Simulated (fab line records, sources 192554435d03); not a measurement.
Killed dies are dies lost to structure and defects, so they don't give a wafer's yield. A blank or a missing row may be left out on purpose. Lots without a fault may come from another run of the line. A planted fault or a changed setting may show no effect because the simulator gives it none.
Which tool did it? | flow n5_finfet | 24 lots, 72 wafers sampled, at 6 steps of a route of 1938

WHAT THE GAUGES READ, wafer by wafer
N5_BEOL_M6_CD_MEAS_11: target cd 38.5 nm. Usual: cd_nm 38.6 nm, standard deviation 0.42.
lot  | measured     | on        | cd_nm (nm)     | flag
L074 | day 8 19:22  | cd_sem-02 | 39.2 38.8 39.1 |
L076 | day 9 08:25  | cd_sem-01 | 38.7 38.8 38.2 |
L075 | day 10 02:38 | cd_sem-01 | 38.0 38.3 38.6 |
L078 | day 10 06:58 | cd_sem-02 | 38.9 38.5 38.9 |
L077 | day 10 14:52 | cd_sem-02 | 39.0 38.9 39.1 |
L083 | day 11 07:30 | cd_sem-02 | 38.3 38.7 37.9 |
L079 | day 11 08:08 | cd_sem-02 | 38.6 38.2 38.2 |
L081 | day 11 11:38 | cd_sem-01 | 38.3 37.7 37.9 |
L080 | day 11 13:59 | cd_sem-01 | 38.3 38.7 38.1 |
L082 | day 12 01:10 | cd_sem-02 | 39.6 38.9 39.1 |
L084 | day 12 01:29 | cd_sem-03 | 38.1 38.4 38.5 |
L087 | day 12 04:37 | cd_sem-03 | 38.8 38.7 38.9 |
L085 | day 12 15:48 | cd_sem-02 | 38.5 39.8 38.8 |
L086 | day 12 21:19 | cd_sem-03 | 38.4 38.5 38.3 |
L090 | day 13 01:31 | cd_sem-02 | 39.2 39.1 38.7 |
L088 | day 13 06:20 | cd_sem-02 | 38.6 37.8 38.7 |
L089 | day 13 11:40 | cd_sem-03 | 39.0 38.9 38.6 |
L091 | day 14 02:26 | cd_sem-03 | 38.7 38.6 38.4 |
L092 | day 14 02:46 | cd_sem-01 | 38.0 38.2 38.8 |
L093 | day 14 08:08 | cd_sem-02 | 38.9 39.3 39.1 |
L096 | day 14 10:43 | cd_sem-03 | 38.9 38.7 38.9 |
L094 | day 14 13:30 | cd_sem-03 | 37.9 37.8 38.4 |
L095 | day 14 16:37 | cd_sem-03 | 38.1 38.7 38.3 |
L097 | day 15 11:37 | cd_sem-01 | 38.9 38.3 38.6 |

N5_BEOL_M6_CD_MEAS_28: target cd 40 nm. Usual: cd_nm 40.04 nm, standard deviation 0.22.
lot  | measured     | on        | cd_nm (nm)        | flag
L074 | day 9 00:07  | cd_sem-01 | 39.95 39.90 39.62 |
L076 | day 9 10:01  | cd_sem-01 | 40.01 40.16 39.74 |
L075 | day 10 04:48 | cd_sem-01 | 40.37 40.15 39.87 |
L078 | day 10 08:29 | cd_sem-01 | 40.09 39.77 40.11 |
L077 | day 10 16:43 | cd_sem-01 | 40.12 39.54 39.93 |
L083 | day 11 09:39 | cd_sem-03 | 39.83 39.98 39.71 |
L079 | day 11 09:49 | cd_sem-01 | 40.01 40.27 40.23 |
L081 | day 11 12:43 | cd_sem-01 | 39.97 39.75 39.88 |
L080 | day 11 15:43 | cd_sem-01 | 40.19 40.27 40.37 |
L082 | day 12 05:14 | cd_sem-01 | 40.21 40.17 40.12 |
L084 | day 12 05:17 | cd_sem-03 | 39.94 40.18 40.22 |
L087 | day 12 06:04 | cd_sem-01 | 39.99 40.08 40.11 |
L085 | day 12 16:47 | cd_sem-02 | 39.89 40.25 39.96 |
L086 | day 13 00:29 | cd_sem-03 | 39.86 39.94 40.02 |
L090 | day 13 05:00 | cd_sem-02 | 40.00 40.18 40.10 |
L088 | day 13 07:12 | cd_sem-01 | 40.16 40.18 39.74 |
L089 | day 13 14:12 | cd_sem-02 | 40.16 40.31 40.17 |
L091 | day 14 04:45 | cd_sem-01 | 39.81 39.58 39.96 |
L092 | day 14 07:33 | cd_sem-02 | 40.22 40.18 40.01 |
L093 | day 14 08:59 | cd_sem-03 | 40.20 40.18 40.33 |
L096 | day 14 12:24 | cd_sem-02 | 40.26 39.83 39.92 |
L094 | day 14 14:29 | cd_sem-03 | 40.30 40.26 40.17 |
L095 | day 14 18:37 | cd_sem-03 | 40.05 40.22 40.17 |
L097 | day 15 12:36 | cd_sem-01 | 40.03 39.95 40.08 |

N5_BEOL_M6_OCD_MEAS_38. Usual: trench_depth_nm 94.5 nm, standard deviation 1.2.
lot  | measured     | on     | trench_depth_nm (nm) | flag
L074 | day 9 00:42  | ocd-01 | 96.2 94.7 95.0       |
L076 | day 9 10:57  | ocd-01 | 96.2 94.7 94.7       |
L075 | day 10 05:21 | ocd-02 | 94.9 95.7 94.4       |
L078 | day 10 09:04 | ocd-01 | 95.7 94.9 95.3       |
L077 | day 10 17:16 | ocd-02 | 93.5 93.8 91.9       |
L083 | day 11 10:12 | ocd-01 | 94.5 95.3 95.4       |
L079 | day 11 10:22 | ocd-02 | 92.9 94.1 91.6       |
L081 | day 11 13:16 | ocd-01 | 93.9 94.3 94.2       |
L080 | day 11 16:19 | ocd-01 | 94.6 93.7 93.7       |
L082 | day 12 06:08 | ocd-01 | 93.6 96.6 94.6       |
L084 | day 12 06:16 | ocd-02 | 94.0 93.5 94.6       |
L087 | day 12 06:46 | ocd-02 | 94.6 94.9 95.3       |
L085 | day 12 17:24 | ocd-01 | 96.0 95.0 94.8       |
L086 | day 13 01:21 | ocd-02 | 95.9 94.0 93.2       |
L090 | day 13 05:33 | ocd-01 | 95.0 94.7 94.3       |
L088 | day 13 07:51 | ocd-02 | 93.8 94.0 96.3       |
L089 | day 13 14:45 | ocd-01 | 92.8 93.3 95.0       |
L091 | day 14 05:17 | ocd-01 | 97.7 94.5 96.9       |
L092 | day 14 08:13 | ocd-01 | 96.0 94.1 94.4       |
L093 | day 14 09:32 | ocd-02 | 92.4 94.6 92.7       |
L096 | day 14 13:18 | ocd-02 | 95.9 94.3 96.2       |
L094 | day 14 15:12 | ocd-01 | 96.4 94.8 95.2       |
L095 | day 14 19:22 | ocd-02 | 95.1 93.7 95.4       |
L097 | day 15 13:09 | ocd-01 | 94.2 93.7 95.1       |

WHICH TOOL RAN EACH LOT (tool, then ch and the chambers of the sampled wafers, then the start)
lot  | N5_BEOL_M6_STRIP_19                | N5_BEOL_M6_ETCH_65                 | N5_BEOL_M6_ETCH_41
L074 | rie_diel-06 ch 0,1,2, day 8 19:54  | rie_diel-06 ch 0,3, day 9 00:20    | rie_diel-06 ch 0,3, day 9 00:42 or earlier
L076 | rie_diel-06 ch 1,2,3, day 9 08:54  | rie_diel-06 ch 0,1,3, day 9 10:35  | rie_diel-06 ch 0,1,3, day 9 10:57 or earlier
L075 | rie_diel-03 ch 0,1,3, day 10 03:13 | rie_diel-06 ch 0,3, day 10 04:58   | rie_diel-06 ch 0,3, day 10 05:21 or earlier
L078 | rie_diel-01 ch 0,1, day 10 07:29   | rie_diel-01 ch 0,2, day 10 08:42   | rie_diel-01 ch 0,2, day 10 09:04 or earlier
L077 | rie_diel-01 ch 1,2, day 10 15:20   | rie_diel-03 ch 0,1, day 10 16:54   | rie_diel-03 ch 0,1, day 10 17:16 or earlier
L083 | rie_diel-03 ch 0,1, day 11 08:02   | rie_diel-01 ch 1,2,3, day 11 09:49 | rie_diel-01 ch 1,2,3, day 11 10:12 or earlier
L079 | rie_diel-03 ch 1,2, day 11 08:50   | rie_diel-03 ch 0,2, day 11 09:59   | rie_diel-03 ch 0,2, day 11 10:22 or earlier
L081 | rie_diel-03 ch 0,2, day 11 12:09   | rie_diel-01 ch 2,3, day 11 12:53   | rie_diel-01 ch 2,3, day 11 13:16 or earlier
L080 | rie_diel-03 ch 0,2, day 11 14:28   | rie_diel-03 ch 0,1,2, day 11 15:56 | rie_diel-03 ch 0,1,2, day 11 16:19 or earlier
L082 | rie_diel-01 ch 0,1, day 12 01:44   | rie_diel-01 ch 0,2,3, day 12 05:45 | rie_diel-01 ch 0,2,3, day 12 06:08 or earlier
L084 | rie_diel-01 ch 0,2, day 12 02:16   | rie_diel-06 ch 0,3, day 12 05:53   | rie_diel-06 ch 0,3, day 12 06:16 or earlier
L087 | rie_diel-03 ch 2,3, day 12 05:31   | rie_diel-06 ch 0,2, day 12 06:23   | rie_diel-06 ch 0,2, day 12 06:46 or earlier
L085 | rie_diel-01 ch 0,3, day 12 16:17   | rie_diel-01 ch 0,3, day 12 17:01   | rie_diel-01 ch 0,3, day 12 17:24 or earlier
L086 | rie_diel-03 ch 0,1, day 12 22:07   | rie_diel-03 ch 0,2, day 13 00:58   | rie_diel-03 ch 0,2, day 13 01:21 or earlier
L090 | rie_diel-03 ch 0,1,2, day 13 02:31 | rie_diel-01 ch 0,1,3, day 13 05:10 | rie_diel-01 ch 0,1,3, day 13 05:33 or earlier
L088 | rie_diel-03 ch 0,1,2, day 13 06:49 | rie_diel-03 ch 0,1,2, day 13 07:28 | rie_diel-03 ch 0,1,2, day 13 07:51 or earlier
L089 | rie_diel-03 ch 0,1,2, day 13 12:08 | rie_diel-03 ch 0,1,2, day 13 14:23 | rie_diel-03 ch 0,1,2, day 13 14:45 or earlier
L091 | rie_diel-01 ch 1,2,3, day 14 03:02 | rie_diel-03 ch 0,1, day 14 04:55   | rie_diel-03 ch 0,1, day 14 05:17 or earlier
L092 | rie_diel-01 ch 0,1,2, day 14 03:14 | rie_diel-06 ch 0,1,3, day 14 07:50 | rie_diel-06 ch 0,1,3, day 14 08:13 or earlier
L093 | rie_diel-06 ch 0,1,2, day 14 08:37 | rie_diel-06 ch 0,2,3, day 14 09:10 | rie_diel-06 ch 0,2,3, day 14 09:32 or earlier
L096 | rie_diel-03 ch 1,3, day 14 11:11   | rie_diel-01 ch 1,3, day 14 12:55   | rie_diel-01 ch 1,3, day 14 13:18 or earlier
L094 | rie_diel-06 ch 2,3, day 14 13:59   | rie_diel-01 ch 0,1,3, day 14 14:50 | rie_diel-01 ch 0,1,3, day 14 15:12 or earlier
L095 | rie_diel-01 ch 0,1,2, day 14 17:06 | rie_diel-01 ch 0,1,2, day 14 18:59 | rie_diel-01 ch 0,1,2, day 14 19:22 or earlier
L097 | rie_diel-06 ch 0,2, day 15 12:05   | rie_diel-06 ch 0,3, day 15 12:46   | rie_diel-06 ch 0,3, day 15 13:09 or earlier
- N5_BEOL_M6_STRIP_19: strips in O2.
- N5_BEOL_M6_ETCH_65: etches SiARC in CF4, target depth 15.6 nm, time 26 s.
- N5_BEOL_M6_ETCH_41: etches SiCN in CH3F/O2, target depth 29.7 nm, time 52 s.

WHAT THE TOOLS THEMSELVES READ (means of the sampled wafers that have a number; where no wafer has one, the mark that the record gives instead)
N5_BEOL_M6_STRIP_19. Usual: drypump_motor_current_A 5.8 A, standard deviation 0.34; oes_product_au 0.80 a.u., standard deviation 0.079; rf_vpp_V 3.5 V, standard deviation 0.57; showerhead_plenum_p_Torr 2.13 Torr, standard deviation 0.07; temp_c 40.01 C, standard deviation 0.11; throttle_valve_pct 16.72 %, standard deviation 0.29.
lot  | tool        | drypump_motor_current_A (A) | oes_product_au (a.u.) | rf_vpp_V (V) | showerhead_plenum_p_Torr (Torr) | temp_c (C) | throttle_valve_pct (%) | flag
L074 | rie_diel-06 | 6.1                         | 0.78                  | 3.5          | 2.08                            | 39.97      | 16.93                  |
L076 | rie_diel-06 | 6.0                         | 0.79                  | 2.7          | 2.08                            | 40.05      | 16.84                  |
L075 | rie_diel-03 | 5.6                         | 0.75                  | 3.4          | 2.12                            | 40.03      | 16.77                  |
L078 | rie_diel-01 | 5.5                         | 0.82                  | 3.3          | 2.09                            | 39.98      | 16.52                  |
L077 | rie_diel-01 | 5.6                         | 0.77                  | 3.5          | 2.13                            | 40.08      | 16.56                  |
L083 | rie_diel-03 | 5.9                         | 0.76                  | 3.3          | 2.18                            | 39.97      | 16.85                  |
L079 | rie_diel-03 | 5.7                         | 0.83                  | 3.4          | 2.21                            | 40.04      | 16.55                  |
L081 | rie_diel-03 | 5.9                         | 0.73                  | 3.7          | 2.17                            | 40.01      | 17.01                  |
L080 | rie_diel-03 | 5.9                         | 0.72                  | 3.6          | 2.17                            | 40.01      | 17.01                  |
L082 | rie_diel-01 | 5.5                         | 0.80                  | 3.4          | 2.08                            | 39.95      | 16.57                  |
L084 | rie_diel-01 | 5.8                         | 0.75                  | 3.5          | 2.12                            | 39.90      | 16.93                  |
L087 | rie_diel-03 | 5.3                         | 0.72                  | 3.2          | 2.05                            | 39.97      | 16.91                  |
L085 | rie_diel-01 | 5.7                         | 0.85                  | 3.7          | 2.03                            | 40.12      | 16.68                  |
L086 | rie_diel-03 | 5.9                         | 0.95                  | 3.7          | 2.18                            | 40.14      | 16.57                  |
L090 | rie_diel-03 | 5.8                         | 0.86                  | 3.7          | 2.19                            | 40.01      | 16.66                  |
L088 | rie_diel-03 | 5.8                         | 0.86                  | 3.8          | 2.19                            | 40.14      | 16.66                  |
L089 | rie_diel-03 | 5.8                         | 0.85                  | 2.8          | 2.19                            | 39.97      | 16.67                  |
L091 | rie_diel-01 | 5.8                         | 0.77                  | 3.9          | 2.10                            | 39.98      | 16.55                  |
L092 | rie_diel-01 | 5.6                         | 0.76                  | 2.9          | 2.10                            | 40.05      | 16.77                  |
L093 | rie_diel-06 | 6.1                         | 0.74                  | 3.4          | 2.06                            | 40.05      | 17.02                  |
L096 | rie_diel-03 | 5.3                         | 0.92                  | 4.0          | 2.23                            | 39.99      | 16.47                  |
L094 | rie_diel-06 | 5.9                         | 0.76                  | 3.7          | 2.09                            | 39.95      | 16.82                  |
L095 | rie_diel-01 | 5.6                         | 0.75                  | 3.0          | 2.10                            | 39.97      | 16.79                  |
L097 | rie_diel-06 | 6.5                         | 0.70                  | 3.3          | 2.07                            | 40.13      | 17.12                  |

N5_BEOL_M6_ETCH_65. Usual: drypump_motor_current_A 5.8 A, standard deviation 0.4; etch_rf_on_time_s 26.0 s, standard deviation 0.35; oes_product_au 0.68 a.u., standard deviation 0.065; rf_fwd_power_W 532.3 W, standard deviation 1.9; rf_vpp_V 184.1 V, standard deviation 1.1; showerhead_plenum_p_Torr 2.16 Torr, standard deviation 0.06; throttle_valve_pct 15.67 %, standard deviation 0.29.
lot  | tool        | drypump_motor_current_A (A) | etch_rf_on_time_s (s) | oes_product_au (a.u.) | rf_fwd_power_W (W) | rf_vpp_V (V) | showerhead_plenum_p_Torr (Torr) | throttle_valve_pct (%) | flag
L074 | rie_diel-06 | 5.6                         | 26.0                  | 0.67                  | 531.5              | 184.3        | 2.15                            | 15.62                  |
L076 | rie_diel-06 | 5.6                         | 26.1                  | 0.68                  | 530.7              | 184.2        | 2.13                            | 15.66                  |
L075 | rie_diel-06 | 5.6                         | 25.9                  | 0.66                  | 533.8              | 184.3        | 2.15                            | 15.63                  |
L078 | rie_diel-01 | 5.8                         | 26.2                  | 0.65                  | 533.7              | 185.1        | 2.17                            | 15.85                  |
L077 | rie_diel-03 | 5.9                         | 26.2                  | 0.69                  | 532.8              | 185.0        | 2.25                            | 15.55                  |
L083 | rie_diel-01 | 5.8                         | 25.7                  | 0.68                  | 531.8              | 184.6        | 2.15                            | 15.45                  |
L079 | rie_diel-03 | 5.7                         | 25.9                  | 0.65                  | 531.4              | 184.4        | 2.22                            | 15.87                  |
L081 | rie_diel-01 | 6.0                         | 25.9                  | 0.70                  | 532.7              | 183.8        | 2.13                            | 15.41                  |
L080 | rie_diel-03 | 5.8                         | 26.3                  | 0.66                  | 533.0              | 184.5        | 2.23                            | 15.71                  |
L082 | rie_diel-01 | 5.8                         | 26.5                  | 0.68                  | 534.0              | 183.3        | 2.13                            | 15.65                  |
L084 | rie_diel-06 | 5.7                         | 25.9                  | 0.65                  | 532.6              | 183.2        | 2.14                            | 15.66                  |
L087 | rie_diel-06 | 6.1                         | 26.2                  | 0.63                  | 532.3              | 183.4        | 2.14                            | 15.89                  |
L085 | rie_diel-01 | 5.6                         | 25.8                  | 0.72                  | 533.5              | 183.2        | 2.09                            | 15.68                  |
L086 | rie_diel-03 | 5.8                         | 26.1                  | 0.72                  | 531.1              | 184.9        | 2.22                            | 15.71                  |
L090 | rie_diel-01 | 5.7                         | 25.6                  | 0.70                  | 531.9              | 183.6        | 2.11                            | 15.48                  |
L088 | rie_diel-03 | 5.8                         | 26.2                  | 0.73                  | 532.6              | 185.2        | 2.23                            | 15.58                  |
L089 | rie_diel-03 | 5.8                         | 26.1                  | 0.73                  | 531.9              | 185.0        | 2.22                            | 15.58                  |
L091 | rie_diel-03 | 5.9                         | 25.9                  | 0.78                  | 534.1              | 184.7        | 2.21                            | 15.50                  |
L092 | rie_diel-06 | 5.7                         | 25.8                  | 0.65                  | 531.3              | 182.9        | 2.12                            | 15.74                  |
L093 | rie_diel-06 | 6.0                         | 25.8                  | 0.64                  | 530.5              | 183.5        | 2.13                            | 15.84                  |
L096 | rie_diel-01 | 5.7                         | 25.6                  | 0.68                  | 531.1              | 183.5        | 2.12                            | 15.32                  |
L094 | rie_diel-01 | 5.7                         | 25.8                  | 0.69                  | 532.1              | 183.2        | 2.11                            | 15.51                  |
L095 | rie_diel-01 | 5.6                         | 25.6                  | 0.65                  | 532.0              | 184.4        | 2.14                            | 15.74                  |
L097 | rie_diel-06 | 5.5                         | 26.1                  | 0.64                  | 531.2              | 184.1        | 2.14                            | 15.63                  |

N5_BEOL_M6_ETCH_41. Usual: drypump_motor_current_A 5.8 A, standard deviation 0.4; oes_product_au 0.80 a.u., standard deviation 0.077; rf_fwd_power_W 390.7 W, standard deviation 1.9; rf_vpp_V 297.7 V, standard deviation 1.4; showerhead_plenum_p_Torr 2.02 Torr, standard deviation 0.06; throttle_valve_pct 16.38 %, standard deviation 0.3.
lot  | tool        | drypump_motor_current_A (A) | oes_product_au (a.u.) | rf_fwd_power_W (W) | rf_vpp_V (V) | showerhead_plenum_p_Torr (Torr) | throttle_valve_pct (%) | flag
L074 | rie_diel-06 | 5.6                         | 0.78                  | 389.4              | 297.2        | 2.01                            | 16.31                  |
L076 | rie_diel-06 | 5.6                         | 0.80                  | 388.2              | 296.9        | 1.99                            | 16.37                  |
L075 | rie_diel-06 | 5.6                         | 0.78                  | 389.0              | 297.8        | 2.01                            | 16.33                  |
L078 | rie_diel-01 | 5.8                         | 0.76                  | 392.2              | 298.1        | 2.03                            | 16.54                  |
L077 | rie_diel-03 | 5.9                         | 0.81                  | 392.0              | 299.0        | 2.10                            | 16.24                  |
L083 | rie_diel-01 | 5.8                         | 0.78                  | 392.1              | 297.4        | 2.01                            | 16.15                  |
L079 | rie_diel-03 | 5.8                         | 0.75                  | 391.2              | 299.0        | 2.08                            | 16.55                  |
L081 | rie_diel-01 | 6.0                         | 0.81                  | 392.8              | 297.9        | 1.99                            | 16.10                  |
L080 | rie_diel-03 | 5.8                         | 0.78                  | 390.7              | 299.1        | 2.09                            | 16.41                  |
L082 | rie_diel-01 | 5.8                         | 0.80                  | 391.6              | 296.9        | 1.99                            | 16.35                  |
L084 | rie_diel-06 | 5.6                         | 0.76                  | 388.4              | 297.3        | 2.00                            | 16.37                  |
L087 | rie_diel-06 | 6.1                         | 0.73                  | 388.7              | 297.4        | 2.00                            | 16.59                  |
L085 | rie_diel-01 | 5.6                         | 0.84                  | 391.0              | 296.6        | 1.95                            | 16.37                  |
L086 | rie_diel-03 | 5.8                         | 0.83                  | 390.9              | 299.6        | 2.07                            | 16.43                  |
L090 | rie_diel-01 | 5.7                         | 0.82                  | 392.0              | 296.8        | 1.97                            | 16.18                  |
L088 | rie_diel-03 | 5.8                         | 0.85                  | 389.2              | 299.5        | 2.08                            | 16.29                  |
L089 | rie_diel-03 | 5.8                         | 0.86                  | 390.9              | 298.7        | 2.08                            | 16.28                  |
L091 | rie_diel-03 | 5.9                         | 0.91                  | 389.7              | 297.3        | 2.07                            | 16.21                  |
L092 | rie_diel-06 | 5.6                         | 0.76                  | 389.7              | 297.9        | 1.98                            | 16.46                  |
L093 | rie_diel-06 | 6.0                         | 0.73                  | 389.7              | 297.5        | 1.99                            | 16.55                  |
L096 | rie_diel-01 | 5.7                         | 0.79                  | 392.0              | 297.5        | 1.98                            | 16.01                  |
L094 | rie_diel-01 | 5.7                         | 0.81                  | 392.6              | 295.7        | 1.96                            | 16.20                  |
L095 | rie_diel-01 | 5.6                         | 0.76                  | 392.2              | 297.2        | 2.00                            | 16.44                  |
L097 | rie_diel-06 | 5.5                         | 0.76                  | 390.2              | 297.0        | 2.00                            | 16.34                  |

THE ANSWER, worked out from the rows above alone
Rule: a lot is off if the mean of its wafers that have a number lies more than 3 standard deviations from the usual mean. A lot without any number at a reading at which 4 lots or more have one is off too. The other lots that the step has rows for count as sound. The gauges are gone through in route order, then the tools' own readings, and for those a lot's mean is taken as printed above. The first step at which some lot is off is used, and at that step the reading that is off furthest; a lot without a number counts as furthest.
No lot is off at any reading shown: from this, nothing can be told.

WHAT THE SIMULATOR HAD PUT IN
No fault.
